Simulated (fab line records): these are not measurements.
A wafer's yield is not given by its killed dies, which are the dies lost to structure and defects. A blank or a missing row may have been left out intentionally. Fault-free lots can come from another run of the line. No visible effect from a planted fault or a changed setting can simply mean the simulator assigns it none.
Lot-split experiment | flow n5-finfet | 7 lots, 21 wafers read, on a route of 1938 steps

## ON THE SPLIT
At N5_BEOL_M5_COAT_22 (resist thk 30 nm), the setting spin-rpm was moved away from the recipe's 1500 rpm on 7 of the 21 wafers read, by -9.4% to +7.5%. For the rest of the wafers, this setting stayed at what the recipe calls for.

## FROM THE SPLIT TO THE READING: what the file shows between them, 5 steps
- N5_BEOL_M5_EBR_24
- N5_BEOL_M5_SOFTBAKE_23: time 60 s
- N5_BEOL_M5_EXPOSE_25: exposes mask V4, defocus 10 nm
- N5_BEOL_M5_PEB_26: peb time 60 s
- N5_BEOL_M5_DEVELOP_27: develop time 30 s

## THE READING
CAR-EUV_of_BEOL_M5_COAT_22.thk-nm (the simulator's own value, which no gauge read), in nm, at N5_BEOL_M5_DESCUM_33 (chemistry O2, time 7 s). The file gives no usual value for it. Here, 14 wafers ran the recipe; their average is 26.1 nm with a standard deviation of 0.099 nm.

wafer  | tool, chamber at the split | spin-rpm as run, rpm | against the recipe | CAR-EUV_of_BEOL_M5_COAT_22.thk-nm, nm | against lot-mates on the recipe
L078.1 | litho-track-04, 0          | 1359                 | -9.4%              | 27.8                                  | +1.8
L078.3 | litho-track-04, 0          | 1359                 | -9.4%              | 27.6                                  | +1.6
L078.6 | litho-track-04, 0          | 1500                 | recipe             | 26                                    | -
L079.1 | litho-track-02, 0          | 1573                 | +4.9%              | 25.2                                  | -0.8
L079.6 | litho-track-02, 0          | 1573                 | +4.9%              | 25.2                                  | -0.8
L079.3 | litho-track-02, 0          | 1500                 | recipe             | 26                                    | -
L081.3 | litho-track-03, 0          | 1543                 | +2.9%              | 25.6                                  | -0.4
L081.5 | litho-track-03, 0          | 1500                 | recipe             | 26                                    | -
L081.6 | litho-track-03, 0          | 1500                 | recipe             | 26                                    | -
L088.1 | litho-track-04, 0          | 1500                 | recipe             | 26.2                                  | -
L088.3 | litho-track-04, 0          | 1500                 | recipe             | 26.2                                  | -
L088.4 | litho-track-04, 0          | 1500                 | recipe             | 26.2                                  | -
L090.2 | litho-track-04, 0          | 1500                 | recipe             | 26.2                                  | -
L090.4 | litho-track-04, 0          | 1500                 | recipe             | 26.2                                  | -
L090.5 | litho-track-04, 0          | 1500                 | recipe             | 26.2                                  | -
L092.1 | litho-track-04, 0          | 1612                 | +7.5%              | 25                                    | -1.1
L092.3 | litho-track-04, 0          | 1500                 | recipe             | 26.2                                  | -
L092.5 | litho-track-04, 0          | 1500                 | recipe             | 26                                    | -
L095.1 | litho-track-04, 0          | 1500                 | recipe             | 26.2                                  | -
L095.3 | litho-track-04, 0          | 1500                 | recipe             | 26                                    | -
L095.6 | litho-track-04, 0          | 1451                 | -3.3%              | 26.6                                  | +0.5

THE FIT
A straight line over all 21 wafers: CAR-EUV_of_BEOL_M5_COAT_22.thk-nm changes by -0.168 nm for each +1% of spin-rpm; r = -0.99; the points scatter about the line by 0.1 nm.
The same after taking each lot's own level away (the mean of its wafers on the recipe; 21 wafers): -0.17 nm for each +1%; r = -0.99; scatter 0.077 nm.
According to that fit, moving spin-rpm by its largest amount changes the reading by 1.6 nm.
From 26.00 to 26.20 nm: that is the span of the lots' own levels, equal to 2.0 times the standard deviation above.
Consequently the slope shifts little with the lot-to-lot level, the two slopes agreeing.
Check: for one of the wafers moved furthest among these (-9.4%), held out of the fit, the line's prediction against its lot-mates is +1.52 nm. It came out at +1.8 nm against them.

## OTHER SPLITS ON THESE WAFERS
Before the reading, these wafers also passed through other splits. Each is held against what the fit with the lots' levels taken away leaves over:
other split on the same wafers     | wafers away from the commonest value | r with CAR-EUV_of_BEOL_M5_COAT_22.thk-nm (lot level and that fit taken away)
N5_BEOL_M0_SAQP_PECVD_00 time-s    | 8                                    | +0.17
N5_BEOL_M0_SAQP_PECVD_97 time-s    | 8                                    | -0.15
N5_BEOL_M0_ETCH_138 source-w       | 7                                    | -0.07
N5_BEOL_M1_ETCH_70 time-s          | 4                                    | +0.02
N5_BEOL_M1_TRENCH_ETCH_37 source-w | 7                                    | -0.07
N5_BEOL_M2_DESCUM_33 time-s        | 3                                    | +0.06
N5_BEOL_M2_TRENCH_ETCH_37 bias-w   | 6                                    | -0.06
N5_BEOL_M3_COAT_05 spin-rpm        | 7                                    | +0.11

## THE WHOLE CHAIN: every reading that the file lists as answering this split, in the file's order
step                  | what it does           | reading                                                                            | change (the file's fit)               | r (the file's)
N5_BEOL_M5_COAT_22    | resist thk 30 nm       | CAR-EUV_of_BEOL_M5_COAT_22.thk-nm (the simulator's own value, which no gauge read) | -0.161 nm for each +1% of the setting | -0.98
N5_BEOL_M5_DEVELOP_27 | develop time 30 s      | CAR-EUV_of_BEOL_M5_COAT_22.thk-nm (the simulator's own value, which no gauge read) | -0.15 nm for each +1% of the setting  | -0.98
N5_BEOL_M5_DESCUM_33  | chemistry O2, time 7 s | CAR-EUV_of_BEOL_M5_COAT_22.thk-nm (the simulator's own value, which no gauge read) | -0.165 nm for each +1% of the setting | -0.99

## THE FILE'S OWN FIT
CAR-EUV_of_BEOL_M5_COAT_22.thk-nm changes by -0.165 nm for each +1% of spin-rpm, r = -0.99.
